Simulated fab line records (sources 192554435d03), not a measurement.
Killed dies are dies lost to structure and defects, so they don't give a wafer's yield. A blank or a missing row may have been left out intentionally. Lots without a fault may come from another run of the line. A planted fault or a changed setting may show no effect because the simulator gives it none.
Lot-split experiment + flow n5-finfet + 7 lots, 39 wafers read, on a route of 1938 steps

== THE SPLIT ==
At N5_BEOL_M3_ETCH_64 (etches SOC in N2/H2, target depth 75 nm, overetch 15 nm, time 112.5 s), the setting time-s was moved away from the recipe's 112.5 s on 18 of the 39 wafers read, by -31.8% to +56.4%. This setting was run at the recipe's value on the other wafers.

== FROM THE SPLIT TO THE READING: what the file shows between them, 10 steps ==
- N5_BEOL_M3_STRIP_65: strips in N2/H2
- N5_BEOL_M3_STRIP_75: strips in N2/H2
- N5_BEOL_M3_STRIP_66: strips in CF4
- N5_BEOL_M3_HM_OPEN_17: chemistry Cl2/BCl3, target TiN, target depth 20 nm, overetch 6 nm
- N5_BEOL_M3_STRIP_19: strips in O2
- N5_BEOL_M3_CD_MEAS_18: pitch 36 nm, target cd 18 nm
- N5_BEOL_M3_COAT_67: time 60 s, resist thk 60 nm
- N5_BEOL_M3_COAT_68: time 60 s, resist thk 12 nm
- N5_BEOL_M3_PRECLEAN_42: cleans in residue remover, time 60 s
- N5_BEOL_M3_SRD_43: time 30 s

== THE READING ==
cd-nm, in nm, at N5_BEOL_M3_CD_MEAS_35 (target cd 18 nm, target cd y 21 nm). Typical for fault-free wafers on this fab line: 18.0 nm, with standard deviation 0.35 nm.

| wafer  | tool, chamber at the split | time-s as run, s | against the recipe | cd-nm, nm | against lot-mates on the recipe |
|--------|----------------------------|------------------|--------------------|-----------|---------------------------------|
| L075.1 | rie-diel-01, 2             | 138.8            | +23.4%             | 18.0      | -0.1                            |
| L075.2 | rie-diel-01, 3             | 112.5            | recipe             | 17.8      | -                               |
| L075.3 | rie-diel-01, 1             | 112.5            | recipe             | 18.2      | -                               |
| L075.4 | rie-diel-01, 0             | 138.8            | +23.4%             | 18.5      | +0.4                            |
| L075.5 | rie-diel-01, 3             | 138.8            | +23.4%             | 18.7      | +0.6                            |
| L075.6 | rie-diel-01, 0             | 112.5            | recipe             | 18.3      | -                               |
| L076.2 | rie-diel-01, 2             | 112.5            | recipe             | 17.9      | -                               |
| L076.5 | rie-diel-01, 0             | 112.5            | recipe             | 18.3      | -                               |
| L076.6 | rie-diel-01, 1             | 112.5            | recipe             | 18.1      | -                               |
| L086.1 | rie-diel-05, 1             | 112.5            | recipe             | 18.4      | -                               |
| L086.2 | rie-diel-05, 2             | 176              | +56.4%             | 20.1      | +2.2                            |
| L086.3 | rie-diel-05, 3             | 112.5            | recipe             | 17.6      | -                               |
| L086.4 | rie-diel-05, 0             | 112.5            | recipe             | 17.7      | -                               |
| L086.5 | rie-diel-05, 3             | 176              | +56.4%             | 19.6      | +1.7                            |
| L086.6 | rie-diel-05, 2             | 176              | +56.4%             | 19.5      | +1.6                            |
| L085.1 | rie-diel-01, 0             | 112.5            | recipe             | 17.8      | -                               |
| L085.2 | rie-diel-01, 3             | 77.83            | -30.8%             | 16.9      | -0.9                            |
| L085.3 | rie-diel-01, 1             | 77.83            | -30.8%             | 17.6      | -0.2                            |
| L085.4 | rie-diel-01, 2             | 112.5            | recipe             | 17.8      | -                               |
| L085.5 | rie-diel-01, 2             | 77.83            | -30.8%             | 17.1      | -0.7                            |
| L085.6 | rie-diel-01, 3             | 112.5            | recipe             | 17.7      | -                               |
| L089.1 | rie-diel-05, 3             | 76.69            | -31.8%             | 16.7      | -1.4                            |
| L089.2 | rie-diel-05, 0             | 76.69            | -31.8%             | 17.6      | -0.5                            |
| L089.3 | rie-diel-05, 1             | 76.69            | -31.8%             | 17.4      | -0.7                            |
| L089.4 | rie-diel-05, 2             | 112.5            | recipe             | 17.7      | -                               |
| L089.5 | rie-diel-05, 1             | 112.5            | recipe             | 17.9      | -                               |
| L089.6 | rie-diel-05, 2             | 112.5            | recipe             | 18.7      | -                               |
| L090.1 | rie-diel-05, 1             | 164.1            | +45.9%             | 19.2      | +1.9                            |
| L090.2 | rie-diel-05, 0             | 164.1            | +45.9%             | 19.3      | +2.0                            |
| L090.3 | rie-diel-05, 2             | 112.5            | recipe             | 17.7      | -                               |
| L090.4 | rie-diel-05, 3             | 112.5            | recipe             | 17.4      | -                               |
| L090.5 | rie-diel-05, 1             | 164.1            | +45.9%             | 19.4      | +2.1                            |
| L090.6 | rie-diel-05, 0             | 112.5            | recipe             | 16.8      | -                               |
| L096.1 | rie-diel-01, 2             | 112.5            | recipe             | 18.4      | -                               |
| L096.2 | rie-diel-01, 0             | 112.5            | recipe             | 18.6      | -                               |
| L096.3 | rie-diel-01, 1             | 170.5            | +51.6%             | 19.5      | +1.1                            |
| L096.4 | rie-diel-01, 3,2           | 170.5            | +51.6%             | 19.8      | +1.4                            |
| L096.5 | rie-diel-01, 1             | 112.5            | recipe             | 18.2      | -                               |
| L096.6 | rie-diel-01, 3,2           | 170.5            | +51.6%             | 19.6      | +1.2                            |
Rows listing several chambers each stand for several wafers; the file does not say which wafer went through which chamber.

FIT RESULTS
A straight line over all 39 wafers: cd-nm changes by +0.0288 nm for each +1% of time-s; r = +0.90; the points scatter about the line by 0.39 nm.
The same after taking each lot's own level away (the mean of its wafers on the recipe; 39 wafers): +0.0292 nm for each +1%; r = +0.91; scatter 0.38 nm.
That fit puts the effect of the largest move of time-s on the reading at 1.7 nm.
The span of the lots' own levels, 17.30 to 18.40 nm, comes to 3.1 times the standard deviation stated above.
So the lot-to-lot level changes the slope little: the two slopes agree.
Check: with one of the wafers moved furthest among these (+56.4%) left out of the fit, the line predicts +1.64 nm for it against its lot-mates. Against them it came out at +2.2 nm.

== THESE WAFERS: OTHER SPLITS ==
Before the reading, these wafers also passed through other splits. Each is held against what the fit with the lots' levels taken away leaves over:
| other split on the same wafers                 | wafers away from the commonest value | r with cd-nm (lot level and that fit taken away) |
|------------------------------------------------|--------------------------------------|--------------------------------------------------|
| N5_MOL_CONTACT_COAG_VIA_ETCH_46 target-depth-a | 9                                    | +0.06                                            |

== THE WHOLE CHAIN: every reading that the file lists as answering this split, in the file's order ==
| step                  | what it does                                                          | reading                                                                          | change (the file's fit)                                                              | r (the file's) |
|-----------------------|-----------------------------------------------------------------------|----------------------------------------------------------------------------------|--------------------------------------------------------------------------------------|----------------|
| N5_BEOL_M3_ETCH_64    | etches SOC in N2/H2, target depth 75 nm, overetch 15 nm, time 112.5 s | SiARC_of_BEOL_M3_COAT_62.thk-nm (the simulator's own value, which no gauge read) | -0.0541 nm for each +1% of the setting                                               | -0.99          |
| N5_BEOL_M3_ETCH_64    | etches SOC in N2/H2, target depth 75 nm, overetch 15 nm, time 112.5 s | BEOL_M3.cd-offset-nm (the simulator's own value, which no gauge read)            | +0.0247 nm for each +1% of the setting                                               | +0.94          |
| N5_BEOL_M3_HM_OPEN_17 | chemistry Cl2/BCl3, target TiN, target depth 20 nm, overetch 6 nm     | etch.depth-nm (the simulator's own value, which no gauge read)                   | not straight: 19.76 at the lowest setting, 19.93 at the recipe, 13.84 at the highest | not given      |
| N5_BEOL_M3_HM_OPEN_17 | chemistry Cl2/BCl3, target TiN, target depth 20 nm, overetch 6 nm     | BEOL_M3.cd-offset-nm (the simulator's own value, which no gauge read)            | +0.0244 nm for each +1% of the setting                                               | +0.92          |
| N5_BEOL_M3_CD_MEAS_18 | pitch 36 nm, target cd 18 nm                                          | cd-nm                                                                            | +0.03 nm for each +1% of the setting                                                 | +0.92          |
| N5_BEOL_M3_CD_MEAS_35 | target cd 18 nm, target cd y 21 nm                                    | cd-nm                                                                            | +0.0292 nm for each +1% of the setting                                               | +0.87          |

== FILE'S OWN FIT ==
cd-nm changes by +0.0292 nm for each +1% of time-s, r = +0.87.
